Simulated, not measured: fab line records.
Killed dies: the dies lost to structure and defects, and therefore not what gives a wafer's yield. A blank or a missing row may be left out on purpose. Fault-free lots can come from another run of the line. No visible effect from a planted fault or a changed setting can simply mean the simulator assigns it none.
fab line records ; flow n5Finfet
record lots=10; wafers=30; lastDay=17
route steps=1938 shown BEOL_M1@814 BEOL_M4@1111
lots that met no fault: taken from a fault-free run of the same line
startH: hours from the record's first day to the start of the lot's first wafer shown ; waitH: how many hours have passed since the lot's step before this one ; " unchanged from the row above ; L1.1+2: a row that stands for several wafers ; - no value, or no start given ; * or withheld: withheld ; < > ~ a bound
route shown NAME@n: names a module that has steps shown in the file, with the first one's number in the route ; usual: average and standard deviation across the fault-free wafers ; same: alike in all rows ; chamber/n: place in a boat ; sites: readings site by site ; _std_site: their standard deviation ; _edge_site: the outer-site mean with the inner-site mean subtracted ; radiusMm: for every site, how far away it sits from the centre of the wafer ; mask NAME#n: copy n ; behind: tool/chamber where the wafer was last shaped ; hold: why the lot was held/for how many hours/how that ended ; device: the n, p or np transistor that did not switch ; end of line: the route-end tests of the same wafers ; a step without rows: its recipe alone ; killed: dies that structure and defects cost at the first sort, which is not the same as the wafer's yield ; map: shows each die of a wafer: x if killed, . if not, _ if none is there
set.NAME: the setting the step ran with; set.NAME@STEP: the setting that earlier step ran with ; model.NAME: the simulator's own value behind a step, which no gauge read
steps of the route over a sample of lots; a table a step, a row a wafer
services: the hour from which a tool's chamber was out of use, counted from the record's first day as startH (under 0 if before that day), plus the number of hours and why
## steps
# step N5_BEOL_M1_SPUTTER_48
# recipe material=Cu; targetThkA=45; tempC=-20; chamberPressurePa=0.07; powerW=withheld; timeS=8.29
# usual chuckSensorTempC=-15.6/0.61; throttleValvePct=30.5/0.41
# same timeS=8.29
lot.wafer;tool;chamber;startH;waitH;chuckSensorTempC;throttleValvePct
L509.1;pvdSputter-02;-;129.21;0.2;-15.7;30.4
L509.2;pvdSputter-02;-;129.21;0.2;-16.4;30.8
L509.5;pvdSputter-02;-;129.21;0.2;-14.6;30.9
L510.1;pvdSputter-03;-;133.11;0.2;-16.2;30.4
L510.2;pvdSputter-03;-;133.11;0.2;-15.9;29.7
L510.3;pvdSputter-03;-;133.11;0.2;-15.8;29.9
L514.2;pvdSputter-02;-;162.40;0.2;-16.4;30.5
L514.4;pvdSputter-02;-;162.40;0.2;-14.6;30.9
L514.6;pvdSputter-02;-;162.40;0.2;-16.2;30.3
L520.1;pvdSputter-02;-;198.15;0.1;-14.9;30.6
L520.2;pvdSputter-02;-;198.15;0.1;-16.1;30.1
L520.3;pvdSputter-02;-;198.15;0.1;-15.6;30.5
L521.3;pvdSputter-01;-;205.03;0.1;-16.7;30.3
L521.4;pvdSputter-01;-;205.03;0.1;-15.2;30.8
L521.5;pvdSputter-01;-;205.03;0.1;-15.1;30.9
L522.2;pvdSputter-02;-;208.37;0.1;-14.6;31.3
L522.3;pvdSputter-02;-;208.37;0.1;-15.2;30.7
L522.6;pvdSputter-02;-;208.37;0.1;-16.4;30.4
L523.2;pvdSputter-03;-;213.93;0.2;-16.0;30.5
L523.4;pvdSputter-03;-;213.93;0.2;-15.8;29.7
L523.6;pvdSputter-03;-;213.93;0.2;-16.1;30.3
L525.1;pvdSputter-02;-;230.33;1.1;-16.1;30.4
L525.2;pvdSputter-02;-;230.33;1.1;-15.7;30.4
L525.6;pvdSputter-02;-;230.33;1.1;-16.1;30.5
L527.3;pvdSputter-02;-;238.71;0.3;-15.3;30.9
L527.4;pvdSputter-02;-;238.71;0.3;-16.2;30.5
L527.6;pvdSputter-02;-;238.71;0.3;-15.1;30.7
L531.1;pvdSputter-01;-;266.06;0.2;-15.4;29.7
L531.2;pvdSputter-01;-;266.06;0.2;-15.3;31.0
L531.3;pvdSputter-01;-;266.06;0.2;-16.0;30.4
# step N5_BEOL_M1_ANNEAL_80
# recipe tempC=400; timeS=240; ambient=vacuum
# usual heaterPowerW=839/92; susceptorTempC=399.99/0.22; timeS=240/0
lot.wafer;tool;chamber;startH;waitH;heaterPowerW;susceptorTempC;timeS
L509.1;pvdSputter-02;-;129.51;0.0;773;399.83;240
L509.2;pvdSputter-02;-;129.51;0.0;717;400.12;240
L509.5;pvdSputter-02;-;129.51;0.0;889;399.85;240
L510.1;pvdSputter-03;-;133.41;0.0;923;400.20;240
L510.2;pvdSputter-03;-;133.41;0.0;753;400.08;240
L510.3;pvdSputter-03;-;133.41;0.0;851;400.10;240
L514.2;pvdSputter-02;-;162.70;0.0;736;400.09;240
L514.4;pvdSputter-02;-;162.70;0.0;895;399.84;240
L514.6;pvdSputter-02;-;162.70;0.0;714;400.16;240
L520.1;pvdSputter-02;-;198.45;0.0;-;-;-
L520.2;pvdSputter-02;-;198.45;0.0;-;-;-
L520.3;pvdSputter-02;-;198.45;0.0;-;-;-
L521.3;pvdSputter-01;-;205.33;0.0;-;-;-
L521.4;pvdSputter-01;-;205.33;0.0;-;-;-
L521.5;pvdSputter-01;-;205.33;0.0;-;-;-
L522.2;pvdSputter-02;-;208.67;0.0;-;-;-
L522.3;pvdSputter-02;-;208.67;0.0;-;-;-
L522.6;pvdSputter-02;-;208.67;0.0;-;-;-
L523.2;pvdSputter-03;-;214.23;0.0;933;400.04;240
L523.4;pvdSputter-03;-;214.23;0.0;847;399.94;240
L523.6;pvdSputter-03;-;214.23;0.0;938;400.00;240
L525.1;pvdSputter-02;-;230.63;0.0;717;399.96;240
L525.2;pvdSputter-02;-;230.63;0.0;755;399.95;240
L525.6;pvdSputter-02;-;230.63;0.0;726;399.90;240
L527.3;pvdSputter-02;-;239.01;0.0;915;399.90;240
L527.4;pvdSputter-02;-;239.01;0.0;750;400.56;240
L527.6;pvdSputter-02;-;239.01;0.0;937;399.91;240
L531.1;pvdSputter-01;-;266.36;0.0;854;399.85;240
L531.2;pvdSputter-01;-;266.36;0.0;914;399.54;240
L531.3;pvdSputter-01;-;266.36;0.0;865;399.95;240
# step N5_BEOL_M1_SPUTTER_88
# recipe material=Cu; targetThkA=45; tempC=-20; chamberPressurePa=0.07; powerW=withheld; timeS=8.29
# usual chuckSensorTempC=-15.6/0.61; throttleValvePct=30.5/0.42
# same timeS=8.29
lot.wafer;tool;chamber;startH;waitH;chuckSensorTempC;throttleValvePct
L509.1;pvdSputter-02;-;130.09;0.1;-15.8;30.6
L509.2;pvdSputter-02;-;130.09;0.1;-16.3;30.4
L509.5;pvdSputter-02;-;130.09;0.1;-14.7;31.2
L510.1;pvdSputter-03;-;133.99;0.1;-16.1;30.4
L510.2;pvdSputter-03;-;133.99;0.1;-15.7;30.0
L510.3;pvdSputter-03;-;133.99;0.1;-15.9;30.0
L514.2;pvdSputter-02;-;163.28;0.1;-16.1;30.3
L514.4;pvdSputter-02;-;163.28;0.1;-14.8;30.8
L514.6;pvdSputter-02;-;163.28;0.1;-16.1;30.5
L520.1;pvdSputter-02;-;199.03;0.1;-15.0;30.9
L520.2;pvdSputter-02;-;199.03;0.1;-16.3;30.2
L520.3;pvdSputter-02;-;199.03;0.1;-15.6;30.4
L521.3;pvdSputter-01;-;205.91;0.1;-16.4;30.5
L521.4;pvdSputter-01;-;205.91;0.1;-15.3;30.8
L521.5;pvdSputter-01;-;205.91;0.1;-15.3;30.8
L522.2;pvdSputter-02;-;209.25;0.1;-14.6;31.0
L522.3;pvdSputter-02;-;209.25;0.1;-15.2;31.3
L522.6;pvdSputter-02;-;209.25;0.1;-16.0;30.6
L523.2;pvdSputter-03;-;214.81;0.1;-16.3;30.8
L523.4;pvdSputter-03;-;214.81;0.1;-15.8;29.8
L523.6;pvdSputter-03;-;214.81;0.1;-16.0;30.2
L525.1;pvdSputter-02;-;231.21;0.1;-16.3;30.4
L525.2;pvdSputter-02;-;231.21;0.1;-15.6;30.5
L525.6;pvdSputter-02;-;231.21;0.1;-16.3;30.7
L527.3;pvdSputter-02;-;239.59;0.1;-15.0;30.7
L527.4;pvdSputter-02;-;239.59;0.1;-16.3;30.5
L527.6;pvdSputter-02;-;239.59;0.1;-15.0;30.9
L531.1;pvdSputter-01;-;266.94;0.1;-15.5;29.5
L531.2;pvdSputter-01;-;266.94;0.1;-15.3;30.8
L531.3;pvdSputter-01;-;266.94;0.1;-15.9;30.5
# step N5_BEOL_M1_ANNEAL_91
# recipe tempC=400; timeS=240; ambient=vacuum
# usual heaterPowerW=842/94; susceptorTempC=400.02/0.21
# same timeS=240
lot.wafer;tool;chamber;startH;waitH;heaterPowerW;susceptorTempC
L509.1;pvdSputter-02;-;130.39;0.0;770;399.99
L509.2;pvdSputter-02;-;130.39;0.0;725;400.31
L509.5;pvdSputter-02;-;130.39;0.0;869;400.06
L510.1;pvdSputter-03;-;134.29;0.0;940;400.35
L510.2;pvdSputter-03;-;134.29;0.0;747;399.73
L510.3;pvdSputter-03;-;134.29;0.0;842;400.01
L514.2;pvdSputter-02;-;163.58;0.0;738;400.14
L514.4;pvdSputter-02;-;163.58;0.0;883;400.41
L514.6;pvdSputter-02;-;163.58;0.0;730;399.96
L520.1;pvdSputter-02;-;199.33;0.0;927;399.56
L520.2;pvdSputter-02;-;199.33;0.0;734;400.48
L520.3;pvdSputter-02;-;199.33;0.0;780;399.94
L521.3;pvdSputter-01;-;206.21;0.0;621;400.06
L521.4;pvdSputter-01;-;206.21;0.0;950;400.15
L521.5;pvdSputter-01;-;206.21;0.0;949;399.69
L522.2;pvdSputter-02;-;209.55;0.0;901;399.96
L522.3;pvdSputter-02;-;209.55;0.0;931;399.82
L522.6;pvdSputter-02;-;209.55;0.0;744;400.20
L523.2;pvdSputter-03;-;215.11;0.0;898;399.74
L523.4;pvdSputter-03;-;215.11;0.0;857;399.91
L523.6;pvdSputter-03;-;215.11;0.0;925;400.16
L525.1;pvdSputter-02;-;231.51;0.0;714;399.84
L525.2;pvdSputter-02;-;231.51;0.0;775;400.03
L525.6;pvdSputter-02;-;231.51;0.0;729;400.31
L527.3;pvdSputter-02;-;239.89;0.0;936;400.14
L527.4;pvdSputter-02;-;239.89;0.0;741;399.78
L527.6;pvdSputter-02;-;239.89;0.0;935;400.00
L531.1;pvdSputter-01;-;267.24;0.0;882;400.19
L531.2;pvdSputter-01;-;267.24;0.0;942;399.68
L531.3;pvdSputter-01;-;267.24;0.0;832;399.93
# step N5_BEOL_M4_RC_MEAS_101
# usual DIBL_N=36.5/1.4; DIBL_P=36.5/1.6; IOFF_N=0.163/0.022; IOFF_P=0.219/0.029; ION_N=675/8.3; ION_P=464/6.2; SS_N=71.5/0.52; SS_P=73.4/0.57; VT_N=249.7/2.6; VT_P=-250/3
lot.wafer;tool;chamber;startH;waitH;DIBL_N[mV/V];DIBL_P[mV/V];IOFF_N[nA/um];IOFF_P[nA/um];ION_N[uA/um];ION_P[uA/um];SS_N[mV/dec];SS_P[mV/dec];VT_N[mV];VT_P[mV]
L509.1;prober-02;0;164.98;0.4;35.8;35.3;0.140;0.185;661;459;71.2;72.5;250.8;-250
L509.2;prober-02;0;164.98;0.4;38.3;37.5;0.177;0.224;671;462;72.1;73.1;248.6;-247
L509.5;prober-02;0;164.98;0.4;36.7;37.0;0.152;0.201;670;465;71.2;72.9;249.0;-249
L510.1;prober-01;0;171.17;0.0;38.3;37.0;0.170;0.252;673;472;71.9;73.3;252.2;-249
L510.2;prober-01;0;171.17;0.0;36.7;34.9;0.139;0.215;661;462;71.2;73.9;254.3;-248
L510.3;prober-01;0;171.17;0.0;36.8;34.5;0.136;0.199;669;468;70.9;73.2;253.8;-249
L514.2;prober-02;0;201.75;0.2;35.2;34.1;0.142;0.178;667;462;71.2;73.3;253.4;-255
L514.4;prober-02;0;201.75;0.2;37.9;36.5;0.191;0.215;691;463;72.1;73.6;248.8;-253
L514.6;prober-02;0;201.75;0.2;36.1;35.4;0.153;0.193;671;459;71.2;73.2;251.1;-253
L520.1;prober-02;0;231.98;0.0;35.2;36.0;0.148;0.232;675;468;70.5;72.0;250.1;-248
L520.2;prober-02;0;231.98;0.0;36.1;36.6;0.172;0.246;668;468;71.4;72.3;247.9;-247
L520.3;prober-02;0;231.98;0.0;38.4;39.9;0.212;0.302;682;472;71.5;73.9;244.5;-244
L522.2;prober-01;0;246.60;0.2;34.8;35.5;0.147;0.234;664;466;71.8;73.1;249.3;-247
L522.3;prober-01;0;246.60;0.2;35.3;36.7;0.165;0.258;683;474;72.0;73.3;247.6;-245
L522.6;prober-01;0;246.60;0.2;36.8;38.5;0.186;0.295;668;473;73.2;73.8;245.2;-242
L521.3;prober-02;0;248.31;0.3;35.3;34.8;0.152;0.225;682;475;71.4;72.7;248.2;-247
L521.4;prober-02;0;248.31;0.3;36.1;35.7;0.169;0.241;677;469;71.4;73.3;247.0;-247
L521.5;prober-02;0;248.31;0.3;35.1;34.3;0.143;0.211;679;467;71.5;72.6;249.3;-250
L523.2;prober-02;0;258.71;0.2;34.4;35.2;0.136;0.204;666;464;71.6;73.7;253.6;-250
L523.4;prober-02;0;258.71;0.2;35.7;37.0;0.159;0.217;682;461;71.2;73.5;253.2;-250
L523.6;prober-02;0;258.71;0.2;35.8;36.9;0.158;0.223;670;466;71.7;73.5;249.6;-249
L525.1;prober-02;0;262.20;0.0;35.7;36.0;0.149;0.210;663;454;70.7;72.8;249.4;-250
L525.2;prober-02;0;262.20;0.0;33.7;32.7;0.110;0.162;665;457;70.4;72.7;255.0;-256
L525.6;prober-02;0;262.20;0.0;35.3;35.5;0.152;0.212;682;468;71.2;73.4;249.5;-247
L527.3;prober-01;0;283.00;0.3;37.9;38.8;0.177;0.227;684;464;71.6;73.8;247.7;-250
L527.4;prober-01;0;283.00;0.3;38.4;39.5;0.187;0.243;682;465;71.8;74.3;247.3;-249
L527.6;prober-01;0;283.00;0.3;39.1;39.8;0.197;0.247;685;468;71.8;74.1;247.4;-246
L531.1;prober-02;0;310.36;0.0;35.7;37.9;0.170;0.230;681;472;72.5;73.4;250.1;-248
L531.2;prober-02;0;310.36;0.0;33.3;34.6;0.127;0.184;675;467;71.0;72.6;252.1;-251
L531.3;prober-02;0;310.36;0.0;35.0;36.6;0.151;0.217;675;465;71.1;73.3;250.0;-249
## services
tool;chamber;startH;hours;kind
pvdSputter-01;-;141.96;1.9;repair
## key
firstSign step=N5_BEOL_M1_ANNEAL_80; reading=toolRecord; direction=missing
effect none on later readings
metAt N5_BEOL_M1_ANNEAL_80
struckLots L520,L521,L522
notActingAt N5_BEOL_M1_SPUTTER_48,N5_BEOL_M1_SPUTTER_88,N5_BEOL_M1_ANNEAL_91
onsetBetween 162.70 198.45
fault kind=skippedStepWhole; tool=pvdSputter-01,pvdSputter-02; chamber=-; onsetH=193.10; steps=N5_BEOL_M1_ANNEAL_80; scope=struckLotsOnly
